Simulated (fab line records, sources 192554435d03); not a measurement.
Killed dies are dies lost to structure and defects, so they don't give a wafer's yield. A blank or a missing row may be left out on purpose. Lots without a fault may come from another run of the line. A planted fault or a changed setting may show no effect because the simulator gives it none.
Chamber matching | flow n5_finfet | N5_GATE_CUT_CMP_23 on cmp-02: 4 sister chambers
The step polishes, stops on SiO2, t overpolish 23.4 s, target thk 16 nm. 4 wafers are shown with their chamber, then 7 later ones without.

WAFERS WITH THEIR CHAMBER
wafer  | chamber | motor_current_A (A)
L086.4 | 3       | 8.5
L088.4 | 2       | 9.2
L095.2 | 1       | 8.4
L095.3 | 0       | 10.0

WAFERS WITHOUT THEIR CHAMBER
wafer  | motor_current_A (A)
L095.4 | 9.5
L092.4 | 9.6
L092.5 | 8.9
L092.6 | 8.6
L097.1 | 8.7
L097.2 | 10.1
L097.3 | 8.3

WHICH CHAMBER EACH WENT THROUGH
wafer  | from the rows above          | in truth
L095.4 | can't be placed: 2 or 0      | 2
L092.4 | can't be placed: 0 or 2      | 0
L092.5 | can't be placed: 2 or 3 or 1 | 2
L092.6 | can't be placed: 3 or 1      | 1
L097.1 | can't be placed: 3 or 1 or 2 | 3
L097.2 | 0                            | 0
L097.3 | can't be placed: 1 or 3      | 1
Placed correctly: 1 of 7. Can't be placed from these rows: 6 (the true chamber is among the candidates in 6). Placed wrongly: 0.
How it was worked out, from the rows above alone: a wafer's distance from a chamber is the root of the sum, over the readings, of the square of ((its reading less the chamber's mean) divided by the reading's scatter). The wafer belongs to the nearest chamber; if the next one is less than 2 further off, it can't be placed. A chamber's mean is the mean of its shown wafers. The scatter: with one shown wafer a chamber, the root of the mean of the squares of how far each hidden wafer lies from its nearest shown one.
